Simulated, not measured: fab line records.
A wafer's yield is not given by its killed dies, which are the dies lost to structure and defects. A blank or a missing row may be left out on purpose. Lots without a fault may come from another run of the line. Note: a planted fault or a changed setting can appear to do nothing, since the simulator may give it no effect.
fab line records    flow n5_finfet
record: lots: 24  wafers: 72  last_day: 17
route steps=1938 shown BEOL_M10@1527 BEOL_M11@1549 BEOL_M12@1613
lots untouched by any fault: they come from a run of this same line in which no faults occurred
start_h: the number of hours between the record's first day and the start of the first shown wafer of the lot    wait_h: hours from the lot's prior step to this one    " unchanged from the row above    L1.1+2: a single row standing in for several wafers    - no value present, or no start provided    * or withheld: withheld    < > ~ a bound
route shown NAME@n: names a module that has steps shown in the file, with the first one's number in the route    usual: mean/standard deviation of fault-free wafers    same: alike in all rows    chamber/n: place in a boat    sites: per-site readings    _std_site: their standard deviation    _edge_site: inner sites' mean taken away from outer sites' mean    radius_mm: how far each site lies from the wafer's centre    mask NAME#n: copy n    behind: tool/chamber where the wafer was last shaped    hold: cause of the lot's hold/its duration in hours/its outcome    device: the transistor (n, p or np) that didn't switch    end of line: tests run on the same wafers once the route is complete    step lacking rows: just its recipe    killed: the dies lost at the first sort to structure and to defects; this is not the yield of the wafer    map: shows each die of a wafer: x if killed, . if not, _ if none is there
set.NAME: the setting as run; set.NAME@STEP: as run at that earlier step    model.NAME: the simulator's own value behind a step, which no gauge read
one table for each step of the route and one row for each wafer, over a sample of lots
services: the hour from which a tool's chamber was out of use, counted from the record's first day as start_h (under 0 if before that day), plus the number of hours and why
== steps ==
step: N5_BEOL_M10_SPUTTER_48
recipe: material: Cu  target_thk_a: 120  temp_c: -20  bias_v: 60  power_w: 26000  chamber_pressure_pa: 0.13  time_s: 2
usual: chamber_pressure_pa: 0.13/0.00025  throttle_valve_pct: 29.5/1.1
lot.wafer  tool            chamber  start_h  wait_h  chamber_pressure_pa  throttle_valve_pct
L074.2     pvd_sputter-01  -        209.13   0.1     0.12996              28.7
L074.3     "               -        "        "       0.13007              30.8
L074.4     "               -        "        "       0.13007              29.5
L076.2     pvd_sputter-03  -        214.90   0.1     0.13016              29.5
L076.5     "               -        "        "       0.13013              30.1
L076.6     "               -        "        "       0.1303               28.8
L075.3     pvd_sputter-02  -        215.37   0.1     0.12986              30.8
L075.5     "               -        "        "       0.12991              28.9
L075.6     "               -        "        "       0.13031              28.3
L077.2     pvd_sputter-03  -        231.47   0.1     0.12996              31.9
L077.5     "               -        "        "       0.13013              32.2
L077.6     "               -        "        "       0.12985              28.8
L080.1     pvd_sputter-01  -        237.83   0.4     0.12984              30.3
L080.4     "               -        "        "       0.13029              27.9
L080.5     "               -        "        "       0.13011              30.5
L079.3     pvd_sputter-01  -        241.43   0.1     0.13023              28.9
L079.5     "               -        "        "       0.13003              28.7
L079.6     "               -        "        "       0.1302               29.6
L078.1     pvd_sputter-01  -        241.69   0.1     0.13043              29.4
L078.3     "               -        "        "       0.12982              28.8
L078.6     "               -        "        "       0.13018              29.5
L081.2     pvd_sputter-03  -        253.43   0.1     0.13027              29.7
L081.4     "               -        "        "       0.12977              28.8
L081.6     "               -        "        "       0.12984              32.1
L083.4     pvd_sputter-03  -        260.82   0.0     0.12983              28.9
L083.5     "               -        "        "       0.12922              28.8
L083.6     "               -        "        "       0.12998              29.8
L082.1     pvd_sputter-02  -        262.53   1.3     0.13013              30.8
L082.2     "               -        "        "       0.12996              29.4
L082.4     "               -        "        "       0.13014              28.5
L084.3     pvd_sputter-02  -        262.99   0.2     0.1299               28.9
L084.4     "               -        "        "       0.1302               30.8
L084.5     "               -        "        "       0.12997              31.1
L085.2     pvd_sputter-02  -        273.81   0.1     0.12991              29.3
L085.3     "               -        "        "       0.12998              28.7
L085.6     "               -        "        "       0.12912              30.7
L086.1     pvd_sputter-02  -        280.46   0.2     0.13041              29.2
L086.2     "               -        "        "       0.12979              30.7
L086.4     "               -        "        "       0.12992              28.7
L087.2     pvd_sputter-03  -        284.64   0.1     0.13025              28.8
L087.3     "               -        "        "       0.13019              30.0
L087.6     "               -        "        "       0.12996              32.3
L088.1     pvd_sputter-01  -        295.17   0.1     0.13045              29.5
L088.2     "               -        "        "       0.1299               30.4
L088.4     "               -        "        "       0.13013              28.8
L090.1     pvd_sputter-03  -        295.58   0.1     0.13014              28.7
L090.4     "               -        "        "       0.12995              29.5
L090.6     "               -        "        "       0.13015              29.6
L091.1     pvd_sputter-02  -        301.61   0.3     0.12991              29.0
L091.3     "               -        "        "       0.12986              31.0
L091.4     "               -        "        "       0.12967              28.7
L089.1     pvd_sputter-02  -        301.93   0.1     0.12965              28.9
L089.4     "               -        "        "       0.12972              30.7
L089.6     "               -        "        "       0.13016              28.5
L092.2     pvd_sputter-01  -        309.66   0.1     0.12988              30.7
L092.4     "               -        "        "       0.13003              27.9
L092.6     "               -        "        "       0.12979              29.4
L093.1     pvd_sputter-02  -        312.81   0.1     0.13015              28.5
L093.5     "               -        "        "       0.12968              30.9
L093.6     "               -        "        "       0.13005              28.7
L094.2     pvd_sputter-03  -        315.97   0.3     0.12988              29.8
L094.3     "               -        "        "       0.13037              28.9
L094.5     "               -        "        "       0.13025              29.5
L095.1     pvd_sputter-01  -        324.35   0.1     0.13002              27.8
L095.2     "               -        "        "       0.12998              28.9
L095.4     "               -        "        "       0.13007              29.1
L096.2     pvd_sputter-02  -        341.74   0.2     0.13026              28.6
L096.3     "               -        "        "       0.12995              29.3
L096.4     "               -        "        "       0.12984              28.8
L097.2     pvd_sputter-02  -        353.06   0.1     0.12987              28.9
L097.3     "               -        "        "       0.12985              28.5
L097.6     "               -        "        "       0.12993              28.8
step: N5_BEOL_M10_THK_MEAS_53
recipe: thk_meas_gauge: xrf  reads: Cu_of_BEOL_M10_ECD_50
usual: M10_THK: 142/4
lot.wafer  tool           chamber  start_h  wait_h  M10_THK[nm]
L074.2     film_metro-01  -        210.87   -       139
L074.3     "              -        "        "       147
L074.4     "              -        "        "       142
L076.2     film_metro-01  -        215.72   -       135
L076.5     "              -        "        "       136
L076.6     "              -        "        "       136
L075.3     film_metro-02  -        217.20   -       142
L075.5     "              -        "        "       144
L075.6     "              -        "        "       141
L077.2     film_metro-02  -        232.29   -       141
L077.5     "              -        "        "       146
L077.6     "              -        "        "       142
L080.1     film_metro-01  -        238.65   -       141
L080.4     "              -        "        "       147
L080.5     "              -        "        "       137
L079.3     film_metro-01  -        242.25   -       142
L079.5     "              -        "        "       140
L079.6     "              -        "        "       136
L078.1     film_metro-01  -        242.52   -       140
L078.3     "              -        "        "       141
L078.6     "              -        "        "       146
L081.2     film_metro-01  -        254.25   -       146
L081.4     "              -        "        "       143
L081.6     "              -        "        "       138
L083.4     film_metro-01  -        261.66   -       140
L083.5     "              -        "        "       144
L083.6     "              -        "        "       148
L082.1     film_metro-02  -        263.35   -       148
L082.2     "              -        "        "       144
L082.4     "              -        "        "       145
L084.3     film_metro-02  -        263.81   -       140
L084.4     "              -        "        "       141
L084.5     "              -        "        "       141
L085.2     film_metro-02  -        274.70   -       145
L085.3     "              -        "        "       144
L085.6     "              -        "        "       148
L086.1     film_metro-02  -        281.57   -       144
L086.2     "              -        "        "       137
L086.4     "              -        "        "       138
L087.2     film_metro-02  -        285.72   -       141
L087.3     "              -        "        "       137
L087.6     "              -        "        "       137
L088.1     film_metro-01  -        295.98   -       141
L088.2     "              -        "        "       146
L088.4     "              -        "        "       148
L090.1     film_metro-02  -        296.80   -       140
L090.4     "              -        "        "       143
L090.6     "              -        "        "       144
L091.1     film_metro-01  -        302.59   -       137
L091.3     "              -        "        "       136
L091.4     "              -        "        "       139
L089.1     film_metro-01  -        303.15   -       137
L089.4     "              -        "        "       137
L089.6     "              -        "        "       137
L092.2     film_metro-02  -        310.77   -       149
L092.4     "              -        "        "       149
L092.6     "              -        "        "       146
L093.1     film_metro-02  -        313.71   -       144
L093.5     "              -        "        "       147
L093.6     "              -        "        "       148
L094.2     film_metro-02  -        316.79   -       143
L094.3     "              -        "        "       142
L094.5     "              -        "        "       141
L095.1     film_metro-01  -        325.16   -       138
L095.2     "              -        "        "       141
L095.4     "              -        "        "       140
L096.2     film_metro-02  -        342.56   -       149
L096.3     "              -        "        "       146
L096.4     "              -        "        "       140
L097.2     film_metro-02  -        353.88   -       150
L097.3     "              -        "        "       140
L097.6     "              -        "        "       145
step: N5_BEOL_M11_CD_MEAS_11
recipe: target_cd_nm: 64.1  landing_energy_ev: 500  detector: se_inlens  polarity: opening
usual: cd_nm: 64.2/0.59
lot.wafer  tool       chamber  start_h  wait_h  cd_nm
L074.2     cd_sem-03  0        212.65   -       64.0
L074.3     "          0        "        "       64.5
L074.4     "          0        "        "       64.0
L076.2     cd_sem-03  0        218.33   -       64.3
L076.5     "          0        "        "       63.6
L076.6     "          0        "        "       63.7
L075.3     cd_sem-01  0        219.61   -       63.7
L075.5     "          0        "        "       64.0
L075.6     "          0        "        "       63.6
L077.2     cd_sem-03  0        233.97   -       63.1
L077.5     "          0        "        "       63.8
L077.6     "          0        "        "       64.3
L080.1     cd_sem-02  0        241.82   -       63.6
L080.4     "          0        "        "       64.0
L080.5     "          0        "        "       64.0
L079.3     cd_sem-02  0        245.13   -       65.5
L079.5     "          0        "        "       64.7
L079.6     "          0        "        "       65.5
L078.1     cd_sem-03  0        245.29   -       64.2
L078.3     "          0        "        "       63.2
L078.6     "          0        "        "       63.7
L081.2     cd_sem-01  0        258.09   -       64.1
L081.4     "          0        "        "       63.7
L081.6     "          0        "        "       64.0
L083.4     cd_sem-02  0        263.59   -       64.3
L083.5     "          0        "        "       63.3
L083.6     "          0        "        "       63.0
L082.1     cd_sem-03  0        265.47   -       64.1
L082.2     "          0        "        "       63.2
L082.4     "          0        "        "       63.3
L084.3     cd_sem-03  0        265.68   -       64.7
L084.4     "          0        "        "       64.7
L084.5     "          0        "        "       64.4
L085.2     cd_sem-01  0        276.51   -       64.5
L085.3     "          0        "        "       65.4
L085.6     "          0        "        "       64.8
L086.1     cd_sem-03  0        283.75   -       64.0
L086.2     "          0        "        "       64.5
L086.4     "          0        "        "       63.4
L087.2     cd_sem-01  0        288.27   -       64.1
L087.3     "          0        "        "       64.1
L087.6     "          0        "        "       63.8
L088.1     cd_sem-02  0        298.43   -       65.4
L088.2     "          0        "        "       64.4
L088.4     "          0        "        "       64.4
L090.1     cd_sem-02  0        298.85   -       64.0
L090.4     "          0        "        "       63.6
L090.6     "          0        "        "       63.5
L091.1     cd_sem-03  0        306.28   -       64.4
L091.3     "          0        "        "       63.9
L091.4     "          0        "        "       63.6
L089.1     cd_sem-02  0        306.31   -       64.8
L089.4     "          0        "        "       64.7
L089.6     "          0        "        "       64.7
L092.2     cd_sem-03  0        312.48   -       64.1
L092.4     "          0        "        "       64.0
L092.6     "          0        "        "       64.8
L093.1     cd_sem-01  0        315.38   -       64.5
L093.5     "          0        "        "       63.1
L093.6     "          0        "        "       63.7
L094.2     cd_sem-01  0        321.05   -       64.0
L094.3     "          0        "        "       64.2
L094.5     "          0        "        "       64.0
L095.1     cd_sem-03  0        327.73   -       64.7
L095.2     "          0        "        "       64.6
L095.4     "          0        "        "       64.4
L096.2     cd_sem-01  0        344.44   -       64.2
L096.3     "          0        "        "       65.4
L096.4     "          0        "        "       64.3
L097.2     cd_sem-02  0        355.98   -       63.4
L097.3     "          0        "        "       64.0
L097.6     "          0        "        "       63.9
step: N5_BEOL_M11_VIA_ETCH_34
recipe: chemistry: C4F6/O2  target: SiCOH_lowk  target_depth_a: 1845  mask_material: SOC  taper_deg: 4  time_s: 69.2  ion_energy_ev: 250  pressure_mtorr: 30  source_w: 345  bias_w: 185  Ar_flow_sccm: 300  C4F6_flow_sccm: 10  O2_flow_sccm: 10
usual: drypump_motor_current_A: 5.7/0.57  oes_product_au: 0.79/0.088  rf_vpp_V: 661/14  showerhead_plenum_p_Torr: 2.83/0.11  throttle_valve_pct: 20.78/0.25
lot.wafer  tool         chamber  start_h  wait_h  drypump_motor_current_A  oes_product_au  rf_hours_counter_h  rf_vpp_V  showerhead_plenum_p_Torr  throttle_valve_pct
L074.2     rie_diel-05  3        214.15   0.0     5.8                      0.72            220                 680       2.93                      20.63
L074.3     "            0        "        "       5.6                      0.76            129                 637       2.64                      20.88
L074.4     "            1        "        "       6.1                      0.82            69                  661       2.98                      20.59
L076.2     rie_diel-01  2        221.08   0.0     5.0                      0.68            246                 672       2.79                      21.35
L076.5     "            2        "        "       5.0                      0.68            -                   672       2.79                      21.35
L076.6     "            0        "        "       4.9                      0.86            -                   643       2.86                      20.88
L075.3     rie_diel-05  2        221.32   0.0     6.7                      0.80            114                 663       2.95                      20.32
L075.5     "            0        "        "       5.6                      0.77            -                   634       2.64                      20.88
L075.6     "            3        "        "       5.8                      0.71            -                   680       2.93                      20.61
L077.2     rie_diel-05  3        235.83   0.0     5.7                      0.70            227                 680       2.92                      20.63
L077.5     "            0        "        "       5.6                      0.76            -                   636       2.64                      20.91
L077.6     "            1        "        "       6.1                      0.82            -                   662       2.98                      20.59
L080.1     rie_diel-05  1        244.15   0.0     6.1                      0.81            78                  662       2.98                      20.60
L080.4     "            0        "        "       5.6                      0.76            138                 636       2.64                      20.91
L080.5     "            2        "        "       6.8                      0.80            -                   662       2.94                      20.32
L079.3     rie_diel-05  2        246.39   0.0     6.8                      0.80            121                 665       2.94                      20.32
L079.5     "            0        "        "       5.6                      0.75            -                   636       2.64                      20.92
L079.6     "            3        "        "       5.8                      0.69            -                   679       2.92                      20.63
L078.1     rie_diel-01  2        248.65   0.0     5.0                      1.01            1                   672       2.79                      20.96
L078.3     "            0        "        "       4.9                      0.83            83                  642       2.86                      20.90
L078.6     "            2        "        "       5.0                      1.01            -                   672       2.79                      20.97
L081.2     rie_diel-03  0        259.34   0.0     5.9                      0.70            186                 685       2.83                      21.09
L081.4     "            1        "        "       6.1                      0.86            -                   668       2.76                      20.69
L081.6     "            2        "        "       5.1                      0.73            -                   658       2.73                      20.94
L083.4     rie_diel-01  1        264.95   0.0     5.8                      0.83            69                  675       2.88                      20.96
L083.5     "            2        "        "       5.0                      0.97            -                   671       2.79                      20.97
L083.6     "            3        "        "       5.4                      0.67            -                   651       2.71                      20.96
L082.1     rie_diel-01  1        266.91   0.0     5.8                      0.83            69                  674       2.88                      20.95
L082.2     "            2        "        "       5.0                      0.98            6                   672       2.79                      20.97
L082.4     "            3        "        "       5.4                      0.68            230                 651       2.71                      20.96
L084.3     rie_diel-03  2        267.23   0.0     5.1                      0.73            186                 657       2.73                      20.96
L084.4     "            2        "        "       5.0                      0.73            -                   659       2.73                      20.95
L084.5     "            0        "        "       5.9                      0.70            -                   685       2.83                      21.06
L085.2     rie_diel-01  1        278.72   0.0     5.9                      0.83            74                  675       2.88                      20.97
L085.3     "            2        "        "       5.0                      0.96            10                  670       2.78                      20.97
L085.6     "            2        "        "       5.0                      0.97            -                   672       2.78                      20.99
L086.1     rie_diel-01  3        285.15   0.0     5.3                      0.67            236                 652       2.71                      20.97
L086.2     "            0        "        "       4.9                      0.82            94                  643       2.85                      20.94
L086.4     "            2        "        "       5.0                      0.95            13                  671       2.78                      20.97
L087.2     rie_diel-01  1        290.37   0.0     5.8                      0.82            78                  676       2.88                      20.96
L087.3     "            3        "        "       5.3                      0.67            238                 653       2.71                      20.98
L087.6     "            2        "        "       5.0                      0.95            -                   671       2.78                      20.99
L088.1     rie_diel-05  0        300.12   0.0     5.6                      0.74            156                 638       2.63                      20.93
L088.2     "            3        "        "       5.8                      0.68            248                 680       2.91                      20.64
L088.4     "            1        "        "       6.1                      0.79            95                  663       2.97                      20.61
L090.1     rie_diel-05  0        300.58   0.0     5.6                      0.74            156                 636       2.63                      20.94
L090.4     "            1        "        "       6.1                      0.79            95                  661       2.97                      20.63
L090.6     "            2        "        "       6.8                      0.78            -                   663       2.94                      20.35
L091.1     rie_diel-03  3        307.62   0.0     5.4                      0.92            13                  646       2.91                      20.53
L091.3     "            0        "        "       5.9                      0.70            202                 683       2.83                      21.08
L091.4     "            2        "        "       5.0                      0.73            200                 658       2.73                      20.95
L089.1     rie_diel-03  1        308.56   0.0     6.1                      0.83            84                  667       2.75                      20.72
L089.4     "            0        "        "       5.9                      0.70            202                 684       2.83                      21.09
L089.6     "            0        "        "       5.9                      0.70            -                   683       2.83                      21.09
L092.2     rie_diel-01  3        313.71   0.0     5.3                      0.67            245                 651       2.70                      20.97
L092.4     "            0        "        "       4.9                      0.81            104                 640       2.85                      20.94
L092.6     "            3        "        "       5.4                      0.67            -                   649       2.70                      20.98
L093.1     rie_diel-05  0        320.12   0.0     5.6                      0.73            163                 635       2.63                      20.94
L093.5     "            0        "        "       5.6                      0.72            -                   637       2.63                      20.93
L093.6     "            2        "        "       6.7                      0.77            -                   665       2.93                      20.37
L094.2     rie_diel-05  0        322.51   0.0     5.6                      0.73            164                 635       2.63                      20.95
L094.3     "            1        "        "       6.1                      0.79            103                 663       2.96                      20.63
L094.5     "            0        "        "       5.6                      0.73            -                   636       2.63                      20.95
L095.1     rie_diel-01  2        329.01   0.0     5.0                      0.92            25                  671       2.78                      20.98
L095.2     "            3        "        "       5.3                      0.66            249                 651       2.70                      20.99
L095.4     "            2        "        "       5.0                      0.92            -                   672       2.78                      20.99
L096.2     rie_diel-05  1        345.69   0.0     6.1                      0.78            110                 660       2.96                      20.63
L096.3     "            2        "        "       6.7                      0.77            154                 665       2.93                      20.37
L096.4     "            3        "        "       5.7                      0.93            6                   679       2.91                      20.32
L097.2     rie_diel-05  0        358.51   0.0     5.6                      0.72            175                 635       2.63                      20.97
L097.3     "            2        "        "       6.8                      0.76            158                 664       2.93                      20.38
L097.6     "            3        "        "       5.8                      0.92            -                   678       2.91                      20.34
step: N5_BEOL_M12_OVL_MEAS_11
recipe: points_per_wafer: 44
usual: V11_OVL: -2/5.2
lot.wafer  tool        chamber  start_h  wait_h  V11_OVL[nm]
L074.2     overlay-01  0        219.80   0.1     -2
L074.3     "           0        "        "       2
L074.4     "           0        "        "       -2
L076.2     overlay-01  0        224.75   0.0     3
L076.5     "           0        "        "       -3
L076.6     "           0        "        "       4
L075.3     overlay-01  0        224.99   0.0     7
L075.5     "           0        "        "       8
L075.6     "           0        "        "       -1
L077.2     overlay-01  0        240.06   0.0     -6
L077.5     "           0        "        "       -5
L077.6     "           0        "        "       -11
L080.1     overlay-02  0        247.53   0.0     -10
L080.4     "           0        "        "       -1
L080.5     "           0        "        "       -10
L079.3     overlay-02  0        250.98   0.0     1
L079.5     "           0        "        "       5
L079.6     "           0        "        "       -4
L078.1     overlay-02  0        252.03   0.0     -11
L078.3     "           0        "        "       -11
L078.6     "           0        "        "       1
L081.2     overlay-02  0        262.56   0.0     -2
L081.4     "           0        "        "       -2
L081.6     "           0        "        "       2
L083.4     overlay-01  0        268.51   0.0     -7
L083.5     "           0        "        "       7
L083.6     "           0        "        "       -7
L082.1     overlay-01  0        271.69   0.0     5
L082.2     "           0        "        "       -5
L082.4     "           0        "        "       4
L084.3     overlay-02  0        272.06   0.0     2
L084.4     "           0        "        "       -14
L084.5     "           0        "        "       -1
L085.2     overlay-02  0        282.18   0.0     -2
L085.3     "           0        "        "       -5
L085.6     "           0        "        "       2
L086.1     overlay-01  0        289.84   0.0     -4
L086.2     "           0        "        "       -6
L086.4     "           0        "        "       -5
L087.2     overlay-01  0        293.65   0.0     0
L087.3     "           0        "        "       3
L087.6     "           0        "        "       -3
L088.1     overlay-02  0        303.80   0.0     -5
L088.2     "           0        "        "       2
L088.4     "           0        "        "       -1
L090.1     overlay-02  0        304.73   0.0     -10
L090.4     "           0        "        "       -8
L090.6     "           0        "        "       0
L091.1     overlay-02  0        311.33   0.0     5
L091.3     "           0        "        "       11
L091.4     "           0        "        "       4
L089.1     overlay-01  0        312.11   0.0     -2
L089.4     "           0        "        "       -6
L089.6     "           0        "        "       -5
L092.2     overlay-01  0        317.02   0.0     -2
L092.4     "           0        "        "       4
L092.6     "           0        "        "       1
L093.1     overlay-01  0        323.90   0.0     -1
L093.5     "           0        "        "       -9
L093.6     "           0        "        "       -2
L094.2     overlay-01  0        326.22   0.0     6
L094.3     "           0        "        "       -5
L094.5     "           0        "        "       1
L095.1     overlay-01  0        333.24   0.0     -2
L095.2     "           0        "        "       -2
L095.4     "           0        "        "       -13
L096.2     overlay-01  0        350.87   0.0     -5
L096.3     "           0        "        "       5
L096.4     "           0        "        "       -3
L097.2     overlay-01  0        361.91   0.0     -5
L097.3     "           0        "        "       5
L097.6     "           0        "        "       3
step: N5_BEOL_M12_INSPECT_12
recipe: mode: adi  inspect_instrument: macro
usual: raw_defect_count: 2.0/1.5
lot.wafer  tool               chamber  start_h  wait_h  raw_defect_count
L074.2     defect_inspect-02  -        219.83   0.0     1
L074.3     "                  -        "        "       2
L074.4     "                  -        "        "       2
L076.2     defect_inspect-02  -        224.77   0.0     3
L076.5     "                  -        "        "       2
L076.6     "                  -        "        "       4
L075.3     defect_inspect-01  -        225.01   0.0     1
L075.5     "                  -        "        "       0
L075.6     "                  -        "        "       2
L077.2     defect_inspect-02  -        240.08   0.0     4
L077.5     "                  -        "        "       1
L077.6     "                  -        "        "       2
L080.1     defect_inspect-01  -        247.55   0.0     4
L080.4     "                  -        "        "       4
L080.5     "                  -        "        "       2
L079.3     defect_inspect-01  -        251.00   0.0     1
L079.5     "                  -        "        "       3
L079.6     "                  -        "        "       2
L078.1     defect_inspect-02  -        252.05   0.0     1
L078.3     "                  -        "        "       2
L078.6     "                  -        "        "       3
L081.2     defect_inspect-01  -        262.59   0.0     3
L081.4     "                  -        "        "       3
L081.6     "                  -        "        "       2
L083.4     defect_inspect-01  -        268.54   0.0     3
L083.5     "                  -        "        "       5
L083.6     "                  -        "        "       1
L082.1     defect_inspect-02  -        271.72   0.0     2
L082.2     "                  -        "        "       2
L082.4     "                  -        "        "       3
L084.3     defect_inspect-02  -        272.08   0.0     2
L084.4     "                  -        "        "       0
L084.5     "                  -        "        "       2
L085.2     defect_inspect-02  -        282.20   0.0     2
L085.3     "                  -        "        "       2
L085.6     "                  -        "        "       6
L086.1     defect_inspect-02  -        289.86   0.0     2
L086.2     "                  -        "        "       0
L086.4     "                  -        "        "       1
L087.2     defect_inspect-02  -        293.67   0.0     2
L087.3     "                  -        "        "       5
L087.6     "                  -        "        "       1
L088.1     defect_inspect-01  -        303.83   0.0     2
L088.2     "                  -        "        "       0
L088.4     "                  -        "        "       1
L090.1     defect_inspect-02  -        304.75   0.0     2
L090.4     "                  -        "        "       3
L090.6     "                  -        "        "       4
L091.1     defect_inspect-02  -        311.35   0.0     3
L091.3     "                  -        "        "       2
L091.4     "                  -        "        "       1
L089.1     defect_inspect-01  -        312.13   0.0     1
L089.4     "                  -        "        "       0
L089.6     "                  -        "        "       1
L092.2     defect_inspect-01  -        317.04   0.0     0
L092.4     "                  -        "        "       3
L092.6     "                  -        "        "       1
L093.1     defect_inspect-01  -        323.92   0.0     3
L093.5     "                  -        "        "       4
L093.6     "                  -        "        "       3
L094.2     defect_inspect-02  -        326.24   0.0     0
L094.3     "                  -        "        "       0
L094.5     "                  -        "        "       1
L095.1     defect_inspect-02  -        333.26   0.0     1
L095.2     "                  -        "        "       2
L095.4     "                  -        "        "       2
L096.2     defect_inspect-01  -        350.90   0.0     0
L096.3     "                  -        "        "       2
L096.4     "                  -        "        "       0
L097.2     defect_inspect-01  -        361.94   0.0     1
L097.3     "                  -        "        "       1
L097.6     "                  -        "        "       0
== services ==
tool            chamber  start_h  hours  kind
rie_diel-01     3        211.88   14.8   repair
rie_diel-01     2        230.42   -      clean
rie_diel-01     2        230.42   -      consumable_replace:focus_ring
rie_diel-01     2        230.42   13.2   scheduled_down
rie_diel-01     2        230.42   13.2   vent_cycle
rie_diel-03     3        232.01   2.0    repair
rie_diel-03     3        245.09   -      clean
rie_diel-03     3        245.09   -      consumable_replace:focus_ring
rie_diel-03     3        245.09   17.9   scheduled_down
rie_diel-03     3        266.40   4.3    repair
pvd_sputter-02  -        284.61   5.1    repair
rie_diel-05     3        288.80   4.2    repair
rie_diel-03     0        289.36   5.6    repair
rie_diel-05     3        307.51   -      clean
rie_diel-05     3        307.51   -      consumable_replace:focus_ring
rie_diel-05     3        307.51   17.0   scheduled_down
rie_diel-05     3        307.51   17.0   vent_cycle
rie_diel-01     1        326.54   5.2    repair
rie_diel-01     3        331.80   -      clean
rie_diel-01     3        331.80   -      consumable_replace:focus_ring
rie_diel-01     3        331.80   -      consumable_replace:showerhead
rie_diel-01     3        331.80   19.1   scheduled_down
rie_diel-01     3        331.80   19.1   vent_cycle
rie_diel-03     3        343.39   5.5    repair
== key ==
fault none
